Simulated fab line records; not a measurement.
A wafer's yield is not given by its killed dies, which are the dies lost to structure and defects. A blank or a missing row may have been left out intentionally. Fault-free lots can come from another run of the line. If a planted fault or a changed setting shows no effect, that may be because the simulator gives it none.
Matching of chambers + flow n5-finfet + 3 sister chambers for N5_BEOL_M13_ILD_DEP_00 on pecvd-03
The step deposits SiOC from DEMS/O2, target thk 837.92 nm, time 166.4 s. 27 wafers are shown with their chamber, then 12 later ones without.

## WAFERS, EACH WITH ITS CHAMBER
| wafer  | chamber | throttle-valve-pct (%) | showerhead-plenum-p-Torr (Torr) | heater-power-w (W) |
|--------|---------|------------------------|---------------------------------|--------------------|
| L076.1 | 2       | 10.6                   | 5.671                           | 465                |
| L076.2 | 1       | 12.9                   | 5.721                           | 463                |
| L076.3 | 0       | 12.4                   | 5.714                           | 549                |
| L076.4 | 0       | 12.2                   | 5.736                           | 575                |
| L076.5 | 2       | 11.0                   | 5.685                           | 489                |
| L076.6 | 1       | 12.9                   | 5.726                           | 482                |
| L078.1 | 0       | 12.3                   | 5.723                           | 537                |
| L078.5 | 0       | 12.1                   | 5.738                           | 565                |
| L078.6 | 2       | 11.3                   | 5.699                           | 487                |
| L081.1 | 2       | 11.1                   | 5.687                           | 509                |
| L081.3 | 2       | 11.1                   | 5.679                           | 409                |
| L081.5 | 1       | 12.8                   | 5.725                           | 509                |
| L083.2 | 2       | 11.0                   | 5.685                           | 503                |
| L083.3 | 1       | 12.6                   | 5.719                           | 502                |
| L083.6 | 1       | 12.9                   | 5.714                           | 404                |
| L086.1 | 2       | 11.1                   | 5.681                           | 486                |
| L086.2 | 1       | 12.6                   | 5.726                           | 499                |
| L086.3 | 0       | 12.7                   | 5.718                           | 471                |
| L086.4 | 0       | 12.5                   | 5.728                           | 523                |
| L086.5 | 2       | 11.2                   | 5.696                           | 508                |
| L086.6 | 1       | 12.6                   | 5.714                           | 405                |
| L085.2 | 0       | 12.8                   | 5.737                           | 546                |
| L085.3 | 1       | 12.7                   | 5.716                           | 426                |
| L085.4 | 0       | 12.6                   | 5.717                           | 572                |
| L088.2 | 1       | 12.8                   | 5.721                           | 459                |
| L088.3 | 0       | 12.6                   | 5.718                           | 478                |
| L088.5 | 1       | 12.8                   | 5.713                           | 470                |

SIGNATURES, as means of the wafers listed above
| reading                  | chamber 0 | chamber 1 | chamber 2 | scatter within a chamber |
|--------------------------|-----------|-----------|-----------|--------------------------|
| throttle-valve-pct       | 12.467    | 12.760    | 11.050    | 0.192                    |
| showerhead-plenum-p-Torr | 5.72544   | 5.71950   | 5.68537   | 0.00799                  |
| heater-power-w           | 535.11    | 461.90    | 482.00    | 37                       |
Rule: for each reading, subtract the chamber's mean from the wafer's reading, divide by that reading's scatter and square the result; add these up over the readings and take the root, which gives the wafer's distance from the chamber. If the next closest chamber is less than 2 further off than the closest, the wafer can't be placed; otherwise it belongs to the closest. How the scatter is found: for the shown wafers, subtract from each reading the mean of its chamber, square and add these, divide the total by (wafers less chambers), then take the root.

## WAFERS WITHOUT THEIR CHAMBER
| wafer  | throttle-valve-pct (%) | showerhead-plenum-p-Torr (Torr) | heater-power-w (W) |
|--------|------------------------|---------------------------------|--------------------|
| L090.1 | 12.6                   | 5.725                           | 403                |
| L090.5 | 12.6                   | 5.719                           | 582                |
| L090.6 | 11.4                   | 5.691                           | 490                |
| L089.1 | 11.2                   | 5.691                           | 499                |
| L089.2 | 12.4                   | 5.714                           | 526                |
| L089.3 | 12.6                   | 5.720                           | 422                |
| L093.3 | 12.8                   | 5.725                           | 541                |
| L093.5 | 12.6                   | 5.712                           | 486                |
| L093.6 | 12.7                   | 5.715                           | 507                |
| L095.1 | 12.6                   | 5.721                           | 587                |
| L095.2 | 12.7                   | 5.733                           | 461                |
| L095.4 | 12.7                   | 5.727                           | 461                |

## EACH ONE'S CHAMBER
| wafer  | from the rows above     | in truth |
|--------|-------------------------|----------|
| L090.1 | can't be placed: 1 or 0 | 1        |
| L090.5 | can't be placed: 0 or 1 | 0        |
| L090.6 | 2                       | 2        |
| L089.1 | 2                       | 2        |
| L089.2 | can't be placed: 0 or 1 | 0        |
| L089.3 | can't be placed: 1 or 0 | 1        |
| L093.3 | can't be placed: 0 or 1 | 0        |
| L093.5 | can't be placed: 1 or 0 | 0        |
| L093.6 | can't be placed: 1 or 0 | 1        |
| L095.1 | can't be placed: 0 or 1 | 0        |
| L095.2 | can't be placed: 1 or 0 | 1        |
| L095.4 | can't be placed: 1 or 0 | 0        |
Correctly placed: 2 of 12. These rows do not allow placing 10 (true chamber among the candidates in 10). Placed wrongly: 0.
